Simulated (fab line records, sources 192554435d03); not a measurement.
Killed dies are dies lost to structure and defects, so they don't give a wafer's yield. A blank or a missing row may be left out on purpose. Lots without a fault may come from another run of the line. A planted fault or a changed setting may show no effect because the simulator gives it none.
Chamber matching | flow n5_finfet | N5_FIN_SAQP_HM_DEP_72 on pecvd-03: 3 sister chambers
The step deposits SiO2 from SiH4/N2O, target thk 12 nm, time 7.2 s. 3 wafers are shown with their chamber, then 10 later ones without.

WAFERS WITH THEIR CHAMBER
wafer  | chamber | showerhead_plenum_p_Torr (Torr)
L089.6 | 2       | 8.29
L090.3 | 1       | 8.31
L090.5 | 0       | 8.21

WAFERS WITHOUT THEIR CHAMBER
wafer  | showerhead_plenum_p_Torr (Torr)
L090.6 | 8.31
L091.1 | 8.29
L091.4 | 8.30
L091.5 | 8.27
L094.1 | 8.31
L094.4 | 8.30
L094.5 | 8.28
L096.1 | 8.27
L096.5 | 8.28
L096.6 | 8.24

WHICH CHAMBER EACH WENT THROUGH
wafer  | from the rows above     | in truth
L090.6 | can't be placed: 1 or 2 | 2
L091.1 | can't be placed: 2 or 1 | 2
L091.4 | can't be placed: 1 or 2 | 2
L091.5 | can't be placed: 2 or 1 | 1
L094.1 | can't be placed: 1 or 2 | 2
L094.4 | can't be placed: 1 or 2 | 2
L094.5 | can't be placed: 2 or 1 | 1
L096.1 | can't be placed: 2 or 1 | 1
L096.5 | can't be placed: 2 or 1 | 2
L096.6 | can't be placed: 0 or 2 | 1
Placed correctly: 0 of 10. Can't be placed from these rows: 10 (the true chamber is among the candidates in 9). Placed wrongly: 0.
How it was worked out, from the rows above alone: a wafer's distance from a chamber is the root of the sum, over the readings, of the square of ((its reading less the chamber's mean) divided by the reading's scatter). The wafer belongs to the nearest chamber; if the next one is less than 2 further off, it can't be placed. A chamber's mean is the mean of its shown wafers. The scatter: with one shown wafer a chamber, the root of the mean of the squares of how far each hidden wafer lies from its nearest shown one.
